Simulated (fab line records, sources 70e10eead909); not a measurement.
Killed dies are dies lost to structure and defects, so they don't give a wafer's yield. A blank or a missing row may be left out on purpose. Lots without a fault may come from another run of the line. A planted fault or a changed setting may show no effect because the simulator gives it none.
Chamber matching | flow nand_harc | NHARC_P_ZERO_WELL_ETCH_63 on rie_si-06: 4 sister chambers
The step etches the open film in HBr/Cl2, target depth 120 nm, time 40.1 s. 4 wafers are shown with their chamber, then 12 later ones without.

WAFERS WITH THEIR CHAMBER
wafer  | chamber | drypump_motor_current_A (A)
L086.3 | 1       | 5.2
L090.1 | 2       | 6.2
L090.4 | 0       | 6.8
L090.5 | 3       | 5.4

WAFERS WITHOUT THEIR CHAMBER
wafer  | drypump_motor_current_A (A)
L091.1 | 6.7
L091.3 | 5.1
L091.4 | 5.4
L092.1 | 5.1
L092.2 | 6.7
L092.4 | 6.2
L093.1 | 5.4
L093.3 | 6.2
L093.6 | 5.1
L095.3 | 6.2
L095.5 | 6.7
L095.6 | 5.1

WHICH CHAMBER EACH WENT THROUGH
wafer  | from the rows above | in truth
L091.1 | 0                   | 0
L091.3 | 1                   | 1
L091.4 | 3                   | 3
L092.1 | 1                   | 1
L092.2 | 0                   | 0
L092.4 | 2                   | 2
L093.1 | 3                   | 3
L093.3 | 2                   | 2
L093.6 | 1                   | 1
L095.3 | 2                   | 2
L095.5 | 0                   | 0
L095.6 | 1                   | 1
Placed correctly: 12 of 12. Can't be placed from these rows: 0. Placed wrongly: 0.
How it was worked out, from the rows above alone: a wafer's distance from a chamber is the root of the sum, over the readings, of the square of ((its reading less the chamber's mean) divided by the reading's scatter). The wafer belongs to the nearest chamber; if the next one is less than 2 further off, it can't be placed. A chamber's mean is the mean of its shown wafers. The scatter: with one shown wafer a chamber, the root of the mean of the squares of how far each hidden wafer lies from its nearest shown one.
